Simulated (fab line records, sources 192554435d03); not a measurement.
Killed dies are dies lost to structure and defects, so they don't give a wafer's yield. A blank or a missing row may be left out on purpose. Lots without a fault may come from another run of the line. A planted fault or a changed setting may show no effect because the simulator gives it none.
Split-lot experiment | flow n5_finfet | 7 lots, 21 wafers read, on a route of 1938 steps

THE SPLIT
At N5_PASSIVATION_PECVD_53 (deposits SiO2 from TEOS/O2, target thk 800 nm, time 169.4 s), the setting time_s was moved away from the recipe's 169.4 s on 10 of the 21 wafers read, by -14.9% to +13.6%. The other wafers ran this setting at the recipe's value.

The reading is taken at the split's own step.

THE READING
SiO2_of_PASSIVATION_PECVD_53.thk_nm (the simulator's own value, which no gauge read), in nm, at N5_PASSIVATION_PECVD_53 (deposits SiO2 from TEOS/O2, target thk 800 nm, time 169.4 s). The file gives no usual value for it. The 11 wafers here that ran the recipe average 803.4 nm, standard deviation 13 nm.

wafer  | tool, chamber at the split | time_s as run, s | against the recipe | SiO2_of_PASSIVATION_PECVD_53.thk_nm, nm | against lot-mates on the recipe
L076.1 | pecvd-01, 1                | 144.2            | -14.9%             | 672                                     | -122.6
L076.2 | pecvd-01, 2                | 169.4            | recipe             | 794.6                                   | -
L076.5 | pecvd-01, 1                | 144.2            | -14.9%             | 679.8                                   | -114.8
L077.2 | pecvd-04, 0                | 169.4            | recipe             | 792.2                                   | -
L077.3 | pecvd-04, 2                | 181.1            | +6.9%              | 840.4                                   | +48.2
L077.4 | pecvd-04, 0                | 181.1            | +6.9%              | 856                                     | +63.8
L085.2 | pecvd-04, 0                | 192.4            | +13.6%             | 892                                     | +114.2
L085.3 | pecvd-04, 2                | 169.4            | recipe             | 777.8                                   | -
L085.5 | pecvd-04, 0                | 192.4            | +13.6%             | 910.8                                   | +133.0
L089.1 | pecvd-01, 1                | 181.2            | +7.0%              | 847.8                                   | +50.6
L089.4 | pecvd-01, 2                | 181.2            | +7.0%              | 863.2                                   | +66.0
L089.5 | pecvd-01, 0                | 169.4            | recipe             | 797.2                                   | -
L094.2 | pecvd-01, 0                | 169.4            | recipe             | 793.8                                   | -
L094.4 | pecvd-01, 0                | 169.4            | recipe             | 807.2                                   | -
L094.6 | pecvd-01, 0                | 151.9            | -10.3%             | 733.4                                   | -67.1
L096.2 | pecvd-01, 1                | 169.4            | recipe             | 810.4                                   | -
L096.5 | pecvd-01, 2                | 169.4            | recipe             | 818                                     | -
L096.6 | pecvd-01, 1                | 169.4            | recipe             | 822.6                                   | -
L097.2 | pecvd-03, 2                | 155              | -8.5%              | 729                                     | -82.7
L097.4 | pecvd-03, 1                | 169.4            | recipe             | 815.2                                   | -
L097.5 | pecvd-03, 0                | 169.4            | recipe             | 808.2                                   | -

THE FIT
A straight line over all 21 wafers: SiO2_of_PASSIVATION_PECVD_53.thk_nm changes by +7.76 nm for each +1% of time_s; r = +0.98; the points scatter about the line by 12 nm.
The same after taking each lot's own level away (the mean of its wafers on the recipe; 21 wafers): +8.34 nm for each +1%; r = +0.99; scatter 8.4 nm.
On that fit, the largest move of time_s shifts the reading by 1.2e+02 nm.
The lots' own levels span 777.80 to 817.00 nm, that is 3.1 times the standard deviation above.
So the lot-to-lot level changes the slope little: the two slopes agree.
Check: with one of the wafers moved furthest among these (-14.9%) left out of the fit, the line predicts -122 nm for it against its lot-mates. It came out at -123 nm against them.

OTHER SPLITS ON THESE WAFERS
These wafers also went through other splits before the reading. Each is held against what the fit with the lots' levels taken away leaves over:
other split on the same wafers | wafers away from the commonest value | r with SiO2_of_PASSIVATION_PECVD_53.thk_nm (lot level and that fit taken away)
N5_BEOL_M15_COAT_22 spin_rpm   | 10                                   | +0.11
N5_PASSIVATION_PECVD_01 time_s | 9                                    | -0.01

THE FILE'S OWN FIT
SiO2_of_PASSIVATION_PECVD_53.thk_nm changes by +8.27 nm for each +1% of time_s, r = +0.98.
